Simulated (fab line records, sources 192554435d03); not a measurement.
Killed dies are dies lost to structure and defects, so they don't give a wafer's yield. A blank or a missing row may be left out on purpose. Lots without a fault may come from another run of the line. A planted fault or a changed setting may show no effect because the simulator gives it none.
Which tool did it? | flow n5_finfet | 6 lots, 18 wafers sampled, at 4 steps of a route of 1938

WHAT THE GAUGES READ, wafer by wafer
N5_BEOL_M2_CD_MEAS_11: target cd 16.79 nm.
lot  | measured     | on        | cd_nm (nm)
L141 | day 6 20:59  | cd_sem-02 | 17.03 16.39 17.00
L147 | day 8 08:15  | cd_sem-03 | 16.91 16.93 16.81
L150 | day 8 23:17  | cd_sem-03 | 15.37 15.36 16.00
L156 | day 10 22:55 | cd_sem-02 | 17.20 16.40 17.04
L157 | day 11 03:12 | cd_sem-01 | 16.97 16.73 16.89
L160 | day 11 14:44 | cd_sem-02 | 16.37 16.95 16.90

WHICH TOOL RAN EACH LOT (tool, then ch and the chambers of the sampled wafers, then the start)
lot  | N5_BEOL_M1_SPUTTER_94        | N5_BEOL_M1_SPUTTER_96        | N5_BEOL_M2_EXPOSE_08
L141 | pvd_sputter-03, day 6 17:56  | pvd_sputter-03, day 6 18:09  | euv_scanner-01 ch 0, day 6 20:52
L147 | pvd_sputter-02, day 8 05:34  | pvd_sputter-02, day 8 05:47  | euv_scanner-01 ch 0, day 8 08:07
L150 | pvd_sputter-02, day 8 19:51  | pvd_sputter-02, day 8 20:04  | euv_scanner-01 ch 0, day 8 23:10
L156 | pvd_sputter-02, day 10 20:41 | pvd_sputter-02, day 10 20:55 | euv_scanner-02 ch 0, day 10 22:46
L157 | pvd_sputter-02, day 11 01:11 | pvd_sputter-02, day 11 01:25 | euv_scanner-02 ch 0, day 11 03:04
L160 | pvd_sputter-01, day 11 12:20 | pvd_sputter-01, day 11 12:33 | euv_scanner-02 ch 0, day 11 14:37
- N5_BEOL_M1_SPUTTER_94: material Cu, target thk 4.5 nm, time 8.29 s.
- N5_BEOL_M1_SPUTTER_96: material Cu, target thk 4.5 nm, time 8.29 s.
- N5_BEOL_M2_EXPOSE_08: exposes mask M2.

THE ANSWER, worked out from the rows above alone
Rule: what is usual is taken from the lots themselves. Put in order of their means at a reading, lots are off if they are a third of the lots or fewer, leave a main group of 4 or more, and stand apart from it by a gap of 3 or more times the standard deviation of the main group's means; of several such gaps the widest counts. A main group whose means are all the same, to the digits that the tables above print for the reading, isn't used. A lot without any number at a reading at which 4 lots or more have one is off too. The other lots that the step has rows for count as sound.
Off: L150, at N5_BEOL_M2_CD_MEAS_11 (cd_nm). The main group: mean 16.83 nm, standard deviation 0.055.
A tool fits if, at a process step before that reading, it ran every lot that is off, and no sound lot after the first of them. The gauges at N5_BEOL_M2_CD_MEAS_11 are tried like those tools. Can't be told from this: 2 tools fit, euv_scanner-01 at N5_BEOL_M2_EXPOSE_08, cd_sem-03 at N5_BEOL_M2_CD_MEAS_11.

WHAT THE SIMULATOR HAD PUT IN
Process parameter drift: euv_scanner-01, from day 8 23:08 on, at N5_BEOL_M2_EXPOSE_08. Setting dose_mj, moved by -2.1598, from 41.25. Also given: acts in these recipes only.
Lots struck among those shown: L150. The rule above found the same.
